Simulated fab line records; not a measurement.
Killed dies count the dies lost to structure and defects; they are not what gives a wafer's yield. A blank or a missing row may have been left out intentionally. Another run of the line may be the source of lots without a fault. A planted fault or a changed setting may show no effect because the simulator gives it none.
Split-lot experiment / flow n5-finfet / on a route of 1938 steps: 7 lots, 21 wafers read

## SPLIT DETAILS
At N5_BEOL_M2_COAT_67 (time 60 s, resist thk 60 nm), the setting spin-rpm was moved away from the recipe's 1500 rpm on 4 of the 21 wafers read, by -9.1% to +10.0%. All remaining wafers had this setting at the recipe value.

## FROM THE SPLIT TO THE READING: what the file shows between them, 4 steps
- N5_BEOL_M2_COAT_68: time 60 s, resist thk 12 nm
- N5_BEOL_M2_COAT_76: time 60 s, resist thk 5 nm
- N5_BEOL_M2_ALD_98: deposits SiO2, target thk 2.5 nm, pulse time 1 s, co reactant pulse time 1 s
- N5_BEOL_M2_ETCHBACK_99: etches SiO2 in CHF3, target depth 5 nm, time 10.4 s

## THE READING
etch.depth-nm (the simulator's own value, which no gauge read), in nm, at N5_BEOL_M2_ETCH_70 (etches SOC in N2/H2, target depth 80 nm, overetch 24 nm, time 130 s). The file does not state a usual value for it. Average 59.96 nm, standard deviation 0.28 nm, over the 17 wafers here run with the recipe.

wafer=L077.2; tool, chamber at the split=litho-track-05, 0; spin-rpm as run, rpm=1500; against the recipe=recipe; etch.depth-nm, nm=59.75; against lot-mates on the recipe=-
wafer=L077.3; tool, chamber at the split=litho-track-05, 0; spin-rpm as run, rpm=1634; against the recipe=+8.9%; etch.depth-nm, nm=57.38; against lot-mates on the recipe=-2.26
wafer=L077.4; tool, chamber at the split=litho-track-05, 0; spin-rpm as run, rpm=1500; against the recipe=recipe; etch.depth-nm, nm=59.52; against lot-mates on the recipe=-
wafer=L084.1; tool, chamber at the split=litho-track-05, 0; spin-rpm as run, rpm=1500; against the recipe=recipe; etch.depth-nm, nm=59.95; against lot-mates on the recipe=-
wafer=L084.2; tool, chamber at the split=litho-track-05, 0; spin-rpm as run, rpm=1500; against the recipe=recipe; etch.depth-nm, nm=59.99; against lot-mates on the recipe=-
wafer=L084.4; tool, chamber at the split=litho-track-05, 0; spin-rpm as run, rpm=1500; against the recipe=recipe; etch.depth-nm, nm=59.77; against lot-mates on the recipe=-
wafer=L086.2; tool, chamber at the split=litho-track-04, 0; spin-rpm as run, rpm=1500; against the recipe=recipe; etch.depth-nm, nm=60.19; against lot-mates on the recipe=-
wafer=L086.4; tool, chamber at the split=litho-track-04, 0; spin-rpm as run, rpm=1500; against the recipe=recipe; etch.depth-nm, nm=60.48; against lot-mates on the recipe=-
wafer=L086.6; tool, chamber at the split=litho-track-04, 0; spin-rpm as run, rpm=1650; against the recipe=+10.0%; etch.depth-nm, nm=57.43; against lot-mates on the recipe=-2.90
wafer=L087.1; tool, chamber at the split=litho-track-05, 0; spin-rpm as run, rpm=1500; against the recipe=recipe; etch.depth-nm, nm=60.01; against lot-mates on the recipe=-
wafer=L087.2; tool, chamber at the split=litho-track-05, 0; spin-rpm as run, rpm=1500; against the recipe=recipe; etch.depth-nm, nm=60.16; against lot-mates on the recipe=-
wafer=L087.6; tool, chamber at the split=litho-track-05, 0; spin-rpm as run, rpm=1549; against the recipe=+3.3%; etch.depth-nm, nm=59.13; against lot-mates on the recipe=-0.95
wafer=L093.4; tool, chamber at the split=litho-track-04, 0; spin-rpm as run, rpm=1500; against the recipe=recipe; etch.depth-nm, nm=59.75; against lot-mates on the recipe=-
wafer=L093.5; tool, chamber at the split=litho-track-04, 0; spin-rpm as run, rpm=1500; against the recipe=recipe; etch.depth-nm, nm=59.7; against lot-mates on the recipe=-
wafer=L093.6; tool, chamber at the split=litho-track-04, 0; spin-rpm as run, rpm=1500; against the recipe=recipe; etch.depth-nm, nm=59.73; against lot-mates on the recipe=-
wafer=L096.2; tool, chamber at the split=litho-track-05, 0; spin-rpm as run, rpm=1500; against the recipe=recipe; etch.depth-nm, nm=59.8; against lot-mates on the recipe=-
wafer=L096.6; tool, chamber at the split=litho-track-05, 0; spin-rpm as run, rpm=1500; against the recipe=recipe; etch.depth-nm, nm=59.8; against lot-mates on the recipe=-
wafer=L096.4; tool, chamber at the split=litho-track-05, 0; spin-rpm as run, rpm=1500; against the recipe=recipe; etch.depth-nm, nm=59.88; against lot-mates on the recipe=-
wafer=L097.1; tool, chamber at the split=litho-track-02, 0; spin-rpm as run, rpm=1500; against the recipe=recipe; etch.depth-nm, nm=60.46; against lot-mates on the recipe=-
wafer=L097.3; tool, chamber at the split=litho-track-02, 0; spin-rpm as run, rpm=1363; against the recipe=-9.1%; etch.depth-nm, nm=63.5; against lot-mates on the recipe=+3.08
wafer=L097.4; tool, chamber at the split=litho-track-02, 0; spin-rpm as run, rpm=1500; against the recipe=recipe; etch.depth-nm, nm=60.38; against lot-mates on the recipe=-

THE FIT
A straight line over all 21 wafers: etch.depth-nm changes by -0.308 nm for each +1% of spin-rpm; r = -0.96; the points scatter about the line by 0.33 nm.
The same after taking each lot's own level away (the mean of its wafers on the recipe; 21 wafers): -0.296 nm for each +1%; r = -0.99; scatter 0.14 nm.
Per that fit: largest spin-rpm move, reading shift of 3 nm.
Measured against the standard deviation above, the lots' own levels, which go from 59.635 to 60.420 nm, span 2.9 times it.
The two slopes are in agreement: the lot-to-lot level therefore moves the slope only a little.
Check: with one of the wafers moved furthest among these (+10.0%) left out of the fit, the line predicts -2.92 nm for it against its lot-mates. It came out at -2.9 nm against them.

## THE WHOLE CHAIN: every reading that the file lists as answering this split, in the file's order
step=N5_BEOL_M2_COAT_67; what it does=time 60 s, resist thk 60 nm; reading=SOC_of_BEOL_M2_COAT_67.thk-nm (the simulator's own value, which no gauge read); change (the file's fit)=-0.298 nm for each +1% of the setting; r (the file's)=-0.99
step=N5_BEOL_M2_ETCH_70; what it does=etches SOC in N2/H2, target depth 80 nm, overetch 24 nm, time 130 s; reading=etch.depth-nm (the simulator's own value, which no gauge read); change (the file's fit)=-0.293 nm for each +1% of the setting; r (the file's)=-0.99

## THE FILE'S OWN FIT
etch.depth-nm changes by -0.293 nm for each +1% of spin-rpm, r = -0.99.
